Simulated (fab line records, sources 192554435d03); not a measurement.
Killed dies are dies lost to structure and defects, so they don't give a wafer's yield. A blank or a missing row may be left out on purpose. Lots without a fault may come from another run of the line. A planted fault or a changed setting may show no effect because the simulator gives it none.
Chamber matching | flow n5_finfet | N5_BEOL_M8_DESCUM_16 on rie_diel-04: 4 sister chambers
The step chemistry O2, time 7.9 s. 16 wafers are shown with their chamber, then 8 later ones without.

WAFERS WITH THEIR CHAMBER
wafer  | chamber | throttle_valve_pct (%) | oes_product_au (a.u.) | showerhead_plenum_p_Torr (Torr)
L074.2 | 2       | 20.63                  | 0.80                  | 2.11
L074.3 | 1       | 19.98                  | 0.84                  | 2.12
L074.4 | 3       | 20.04                  | 0.93                  | 2.14
L075.1 | 0       | 20.35                  | 0.86                  | 2.13
L075.4 | 3       | 20.05                  | 0.91                  | 2.14
L075.5 | 0       | 20.34                  | 0.87                  | 2.13
L080.3 | 2       | 20.64                  | 0.79                  | 2.11
L080.4 | 1       | 20.01                  | 0.82                  | 2.12
L080.5 | 0       | 20.36                  | 0.86                  | 2.13
L087.1 | 2       | 20.67                  | 0.77                  | 2.10
L087.2 | 0       | 20.40                  | 0.82                  | 2.12
L087.3 | 1       | 20.02                  | 0.80                  | 2.11
L091.1 | 1       | 20.04                  | 0.79                  | 2.11
L091.2 | 0       | 20.40                  | 0.82                  | 2.12
L091.3 | 2       | 20.66                  | 0.77                  | 2.10
L092.2 | 3       | 20.09                  | 0.86                  | 2.12

SIGNATURES (means of the wafers above)
reading                  | chamber 0 | chamber 1 | chamber 2 | chamber 3 | scatter within a chamber
throttle_valve_pct       | 20.3700   | 20.0125   | 20.6500   | 20.0600   | 0.025
oes_product_au           | 0.8460    | 0.8125    | 0.7825    | 0.9000    | 0.0243
showerhead_plenum_p_Torr | 2.1260    | 2.1150    | 2.1050    | 2.1333    | 0.00699
Rule: a wafer's distance from a chamber is the root of the sum, over the readings, of the square of ((its reading less the chamber's mean) divided by the reading's scatter). The wafer belongs to the nearest chamber; if the next one is less than 2 further off, it can't be placed. The scatter: the root of (the sum of the squares of (reading less its chamber's mean) over the shown wafers, divided by (wafers less chambers)).

WAFERS WITHOUT THEIR CHAMBER
wafer  | throttle_valve_pct (%) | oes_product_au (a.u.) | showerhead_plenum_p_Torr (Torr)
L092.4 | 20.70                  | 0.77                  | 2.10
L092.5 | 20.41                  | 0.81                  | 2.11
L094.1 | 20.43                  | 0.81                  | 2.11
L094.3 | 20.06                  | 0.79                  | 2.10
L094.4 | 20.69                  | 0.75                  | 2.10
L096.1 | 20.06                  | 0.79                  | 2.10
L096.3 | 20.71                  | 0.76                  | 2.09
L096.6 | 20.06                  | 0.78                  | 2.10

WHICH CHAMBER EACH WENT THROUGH
wafer  | from the rows above | in truth
L092.4 | 2                   | 2
L092.5 | 0                   | 0
L094.1 | 0                   | 0
L094.3 | 1                   | 1
L094.4 | 2                   | 2
L096.1 | 1                   | 1
L096.3 | 2                   | 2
L096.6 | 1                   | 1
Placed correctly: 8 of 8. Can't be placed from these rows: 0. Placed wrongly: 0.
